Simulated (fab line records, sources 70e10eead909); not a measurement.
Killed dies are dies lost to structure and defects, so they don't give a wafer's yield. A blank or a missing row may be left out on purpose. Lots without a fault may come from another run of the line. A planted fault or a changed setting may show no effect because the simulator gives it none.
Chamber matching | flow nand_harc | NHARC_A_CONTACT_DESCUM_13 on rie_diel-04: 4 sister chambers
The step chemistry O2, time 3 s. 4 wafers are shown with their chamber, then 12 later ones without.

WAFERS WITH THEIR CHAMBER
wafer  | chamber | drypump_motor_current_A (A)
L092.2 | 0       | 5.4
L091.1 | 2       | 5.2
L091.3 | 3       | 5.3
L091.4 | 1       | 5.4

WAFERS WITHOUT THEIR CHAMBER
wafer  | drypump_motor_current_A (A)
L091.2 | 5.5
L091.5 | 5.3
L091.6 | 5.4
L094.1 | 5.2
L094.4 | 5.4
L094.5 | 5.3
L095.1 | 5.2
L095.4 | 5.4
L095.5 | 5.4
L096.1 | 5.3
L096.5 | 5.4
L096.6 | 5.4

WHICH CHAMBER EACH WENT THROUGH
wafer  | from the rows above     | in truth
L091.2 | can't be placed: 0 or 1 | 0
L091.5 | 3                       | 3
L091.6 | can't be placed: 0 or 1 | 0
L094.1 | 2                       | 2
L094.4 | can't be placed: 0 or 1 | 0
L094.5 | 3                       | 3
L095.1 | 2                       | 2
L095.4 | can't be placed: 0 or 1 | 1
L095.5 | can't be placed: 0 or 1 | 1
L096.1 | 3                       | 3
L096.5 | can't be placed: 0 or 1 | 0
L096.6 | can't be placed: 0 or 1 | 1
Placed correctly: 5 of 12. Can't be placed from these rows: 7 (the true chamber is among the candidates in 7). Placed wrongly: 0.
How it was worked out, from the rows above alone: a wafer's distance from a chamber is the root of the sum, over the readings, of the square of ((its reading less the chamber's mean) divided by the reading's scatter). The wafer belongs to the nearest chamber; if the next one is less than 2 further off, it can't be placed. A chamber's mean is the mean of its shown wafers. The scatter: with one shown wafer a chamber, the root of the mean of the squares of how far each hidden wafer lies from its nearest shown one.
